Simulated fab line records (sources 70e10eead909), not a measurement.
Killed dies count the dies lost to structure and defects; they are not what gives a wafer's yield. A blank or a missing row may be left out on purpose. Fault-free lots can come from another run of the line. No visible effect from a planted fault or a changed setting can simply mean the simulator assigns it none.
Chamber matching	flow nand_harc	pecvd-01 running NHARC_P_GATE_DEP_103: 3 sister chambers
The step deposits SiON, target thk 30 nm. 3 wafers are shown with their chamber, then 11 later ones without.

WAFERS WITH THEIR CHAMBER
wafer	chamber	heater_power_w (W)
L080.4	2	553
L082.6	1	855
L085.2	0	798

WAFERS MISSING THEIR CHAMBER
wafer	heater_power_w (W)
L085.4	559
L085.6	787
L088.1	749
L088.3	800
L088.4	834
L089.1	707
L089.3	543
L089.4	711
L093.1	705
L093.4	487
L093.6	711

WHICH CHAMBER EACH WENT THROUGH
wafer	from the rows above	in truth
L085.4	2	2
L085.6	can't be placed: 0 or 1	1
L088.1	can't be placed: 0 or 1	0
L088.3	can't be placed: 0 or 1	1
L088.4	can't be placed: 1 or 0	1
L089.1	can't be placed: 0 or 1 or 2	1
L089.3	2	2
L089.4	can't be placed: 0 or 1 or 2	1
L093.1	can't be placed: 0 or 1 or 2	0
L093.4	2	2
L093.6	can't be placed: 0 or 1 or 2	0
3 of 11 placed correctly. Can't be placed from these rows: 8 (the true chamber is among the candidates in 8). 0 placed wrongly.
How it was worked out, from the rows above alone: a wafer's distance from a chamber is the root of the sum, over the readings, of the square of ((its reading less the chamber's mean) divided by the reading's scatter). If the next closest chamber is less than 2 further off than the closest, the wafer can't be placed; otherwise it belongs to the closest. The mean given for a chamber averages the wafers shown for that chamber. The scatter: with one shown wafer a chamber, the root of the mean of the squares of how far each hidden wafer lies from its nearest shown one.
